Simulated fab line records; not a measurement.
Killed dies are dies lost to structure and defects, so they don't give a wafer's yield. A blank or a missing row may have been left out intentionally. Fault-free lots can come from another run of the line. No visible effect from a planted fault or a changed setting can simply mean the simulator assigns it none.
Which tool is to blame?	flow nandHarc	Sampling: 12 lots, 34 wafers, 5 of 1302 route steps

WHAT THE GAUGES SHOWED, per wafer
NHARC_P_GATE_INSPECT_68. Usual: rawDefectCount reads 206 (standard deviation 76).
lot	measured	on	rawDefectCount	flag
L603	day 5 23:55	defectInspect-02	194 433 300	
L605	day 6 13:01	defectInspect-01	172 226 162	
L606	day 7 00:25	defectInspect-01	198 169 178	
L608	day 7 21:47	defectInspect-01	182 174 133	
L609	day 8 05:39	defectInspect-02	184 240 257	
L611	day 9 08:13	defectInspect-01	270 327 244	
L612	day 9 15:16	defectInspect-01	193 155 155	
L613	day 9 23:17	defectInspect-01	215 114 207	
L614	day 10 11:14	defectInspect-02	223 150 208	
L615	day 10 17:51	defectInspect-01	1003 1002	OFF
L625	day 15 02:44	defectInspect-02	222 341 216	
L626	day 15 07:07	defectInspect-01	124 186 117	

EACH LOT AND THE TOOL THAT RAN IT (in order: tool; ch and the chambers of the sampled wafers; start)
lot	NHARC_P_GATE_STRIP_111	NHARC_P_GATE_DESCUM_61	NHARC_P_GATE_DEGAS_109	NHARC_P_GATE_SPUTTER_79
L603	plasmaAsher-02 ch 0,1, day 5 18:05	rieDiel-07 ch 0,2,3, day 5 19:19	pvdSputter-02, day 5 22:58	pvdSputter-02, day 5 23:08
L605	plasmaAsher-01 ch 1, day 6 07:00	rieDiel-05 ch 1,2,3, day 6 08:24	pvdSputter-01, day 6 12:04	pvdSputter-01, day 6 12:15
L606	plasmaAsher-01 ch 0,1, day 6 18:43	rieDiel-05 ch 0,1,2, day 6 19:56	pvdSputter-02, day 6 23:28	pvdSputter-02, day 6 23:38
L608	plasmaAsher-02 ch 0,1, day 7 15:20	rieDiel-05 ch 0,3, day 7 16:38	pvdSputter-01, day 7 20:42	pvdSputter-01, day 7 21:02
L609	plasmaAsher-02 ch 0,1, day 7 23:46	rieDiel-05 ch 0,2,3, day 8 01:01	pvdSputter-01, day 8 04:41	pvdSputter-01, day 8 04:53
L611	plasmaAsher-02 ch 0,1, day 9 02:10	rieDiel-10 ch 0,1,3, day 9 03:35	pvdSputter-01, day 9 07:16	pvdSputter-01, day 9 07:26
L612	plasmaAsher-02 ch 0,1, day 9 09:06	rieDiel-07 ch 2,3, day 9 10:25	pvdSputter-01, day 9 14:14	pvdSputter-01, day 9 14:25
L613	plasmaAsher-01 ch 0,1, day 9 17:08	rieDiel-07 ch 0,2, day 9 18:31	pvdSputter-02, day 9 22:16	pvdSputter-02, day 9 22:27
L614	plasmaAsher-01 ch 0,1, day 10 05:28	rieDiel-07 ch 0,1, day 10 06:42	pvdSputter-02, day 10 10:14	pvdSputter-02, day 10 10:26
L615	plasmaAsher-01 ch 0, day 10 11:52	rieDiel-07 ch 3, day 10 13:04	pvdSputter-02, day 10 16:52	pvdSputter-02, day 10 17:02
L625	plasmaAsher-01 ch 0,1, day 14 20:44	rieDiel-05 ch 0,3, day 14 22:07	pvdSputter-01, day 15 01:47	pvdSputter-01, day 15 01:59
L626	plasmaAsher-02 ch 0,1, day 15 01:17	rieDiel-07 ch 0,1,3, day 15 02:29	pvdSputter-03, day 15 06:10	pvdSputter-03, day 15 06:20
- NHARC_P_GATE_STRIP_111: strips in N2/H2, time 250 s.
- NHARC_P_GATE_DESCUM_61: chemistry O2, time 3 s.
- NHARC_P_GATE_DEGAS_109: time 60 s.
- NHARC_P_GATE_SPUTTER_79: material TiN, target thk 10 nm.

AS READ BY THE TOOLS THEMSELVES (means over the sampled wafers that have a number; for cases with no such wafer, the mark the record gives instead)
NHARC_P_GATE_STRIP_111. Usual: drypumpMotorCurrentA 5.62 A, standard deviation 0.17; heaterPowerW 83 W, standard deviation 5.1.
lot	tool	drypumpMotorCurrentA (A)	heaterPowerW (W)	flag
L603	plasmaAsher-02	5.71	80	
L605	plasmaAsher-01	5.68	79	
L606	plasmaAsher-01	5.54	81	
L608	plasmaAsher-02	5.72	84	
L609	plasmaAsher-02	5.72	81	
L611	plasmaAsher-02	5.74	85	
L612	plasmaAsher-02	5.72	80	
L613	plasmaAsher-01	5.56	86	
L614	plasmaAsher-01	5.54	83	
L615	plasmaAsher-01	5.34	80	
L625	plasmaAsher-01	5.56	84	
L626	plasmaAsher-02	5.74	86	

NHARC_P_GATE_DESCUM_61. Usual: drypumpMotorCurrentA 5.6 A, standard deviation 0.44; oesProductAu 1.000 a.u., standard deviation 0.013; rfVppV 57.9 V, standard deviation 0.88; showerheadPlenumPTorr 1.93 Torr, standard deviation 0.069; throttleValvePct 11.311 %, standard deviation 0.0093.
lot	tool	drypumpMotorCurrentA (A)	oesProductAu (a.u.)	rfVppV (V)	showerheadPlenumPTorr (Torr)	throttleValvePct (%)	flag
L603	rieDiel-07	5.4	0.999	57.8	1.99	11.313	
L605	rieDiel-05	5.8	1.007	57.5	1.95	11.330	
L606	rieDiel-05	5.8	0.998	57.2	1.93	11.301	
L608	rieDiel-05	6.1	1.011	57.2	1.85	11.312	
L609	rieDiel-05	6.0	1.004	57.0	1.90	11.306	
L611	rieDiel-10	5.7	1.005	58.0	1.86	11.313	
L612	rieDiel-07	5.2	0.997	58.0	2.00	11.314	
L613	rieDiel-07	5.5	0.996	58.0	2.01	11.314	
L614	rieDiel-07	5.7	1.005	58.2	1.96	11.322	
L615	rieDiel-07	5.1	0.991	58.6	1.95	11.303	
L625	rieDiel-05	6.0	1.011	58.2	1.84	11.303	
L626	rieDiel-07	5.4	1.000	58.1	1.94	11.304	

NHARC_P_GATE_DEGAS_109. Usual: heaterPowerW reads 456 W (standard deviation 37).
lot	tool	heaterPowerW (W)	flag
L603	pvdSputter-02	444	
L605	pvdSputter-01	442	
L606	pvdSputter-02	438	
L608	pvdSputter-01	439	
L609	pvdSputter-01	438	
L611	pvdSputter-01	446	
L612	pvdSputter-01	453	
L613	pvdSputter-02	447	
L614	pvdSputter-02	455	
L615	pvdSputter-02	431	
L625	pvdSputter-01	454	
L626	pvdSputter-03	470	

THE ANSWER, worked out from the rows above alone
Rule: a lot counts as off when the mean over its wafers that have a number is more than 3 standard deviations away from the usual mean. Also off: a lot with no number at a reading for which 4 or more lots have one. The other lots that the step has rows for count as sound. After the gauges, taken in route order, come the tools' own readings; for these a lot's mean is taken, as printed above. The first step at which some lot is off is used, and at that step the reading that is off furthest; a lot without a number counts as furthest.
Off at NHARC_P_GATE_INSPECT_68 (rawDefectCount): L615.
A tool fits if, at a process step before that reading, it ran every lot that is off, and no sound lot after the first of them. The gauges at NHARC_P_GATE_INSPECT_68 are tried like those tools. One fits: NHARC_P_GATE_DEGAS_109 and NHARC_P_GATE_SPUTTER_79 on pvdSputter-02. At NHARC_P_GATE_DEGAS_109 its last sound lot is L614 (day 10 10:14), its first lot that is off L615 (day 10 16:52): a fault that began between those two fits.

WHAT THE SIMULATOR HAD PUT IN
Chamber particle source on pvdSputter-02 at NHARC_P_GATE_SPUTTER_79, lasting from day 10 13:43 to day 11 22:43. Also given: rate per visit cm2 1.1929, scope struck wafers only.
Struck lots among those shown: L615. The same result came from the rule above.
